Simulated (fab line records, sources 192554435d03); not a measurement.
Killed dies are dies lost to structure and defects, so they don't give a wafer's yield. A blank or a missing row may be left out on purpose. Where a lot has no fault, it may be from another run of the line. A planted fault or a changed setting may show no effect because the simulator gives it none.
Matching of chambers    flow n5-finfet    rie-diel-01 running N5_MOL_CONTACT_COAG_ETCH_124: 4 sister chambers
The step etches SiNx in CH3F/O2, stops on SiOC, target depth 6.5 nm. 16 wafers are shown with their chamber, then 8 later ones without.

WAFERS, EACH WITH ITS CHAMBER
wafer   chamber  showerhead-plenum-p-Torr (Torr)  rf-vpp-V (V)  throttle-valve-pct (%)
L075.2  1        2.12                             316           16.24
L075.3  2        2.01                             310           16.69
L075.4  3        1.97                             308           16.22
L078.2  3        1.96                             308           16.23
L078.4  2        2.01                             309           16.70
L078.5  3        1.96                             309           16.25
L082.3  0        1.95                             282           16.21
L082.4  1        2.11                             318           16.29
L082.6  1        2.11                             317           16.29
L081.3  3        1.96                             309           16.24
L081.5  2        2.01                             309           16.70
L081.6  1        2.11                             318           16.30
L083.2  0        1.95                             281           16.22
L083.3  3        1.96                             306           16.27
L083.6  3        1.96                             309           16.26
L086.2  1        2.11                             319           16.32

SIGNATURES, as means of the wafers listed above
reading                   chamber 0  chamber 1  chamber 2  chamber 3  scatter within a chamber
showerhead-plenum-p-Torr  1.9500     2.1120     2.0100     1.9617     0.00369
rf-vpp-V                  281.50     317.60     309.33     308.17     1.05
throttle-valve-pct        16.2150    16.2880    16.6967    16.2450    0.0211
Rule: a wafer's distance from a chamber is the root of the sum, over the readings, of the square of ((its reading less the chamber's mean) divided by the reading's scatter). The wafer belongs to the nearest chamber; if the next one is less than 2 further off, it can't be placed. The scatter: take each reading less its chamber's mean, square it, sum over the shown wafers, divide by the number of wafers less the number of chambers, and take the root.

WAFERS MISSING THEIR CHAMBER
wafer   showerhead-plenum-p-Torr (Torr)  rf-vpp-V (V)  throttle-valve-pct (%)
L086.3  2.00                             309           16.74
L086.4  1.94                             281           16.24
L090.3  2.10                             319           16.34
L090.4  2.10                             317           16.35
L090.6  1.94                             280           16.28
L097.4  1.95                             309           15.81
L097.5  1.99                             308           16.78
L097.6  1.95                             307           15.82

WHICH CHAMBER EACH WENT THROUGH
wafer   from the rows above  in truth
L086.3  2                    2
L086.4  0                    0
L090.3  1                    1
L090.4  1                    1
L090.6  0                    0
L097.4  3                    3
L097.5  2                    2
L097.6  3                    3
8 of 8 placed correctly. Number that these rows cannot place: 0. Placed wrongly: 0.
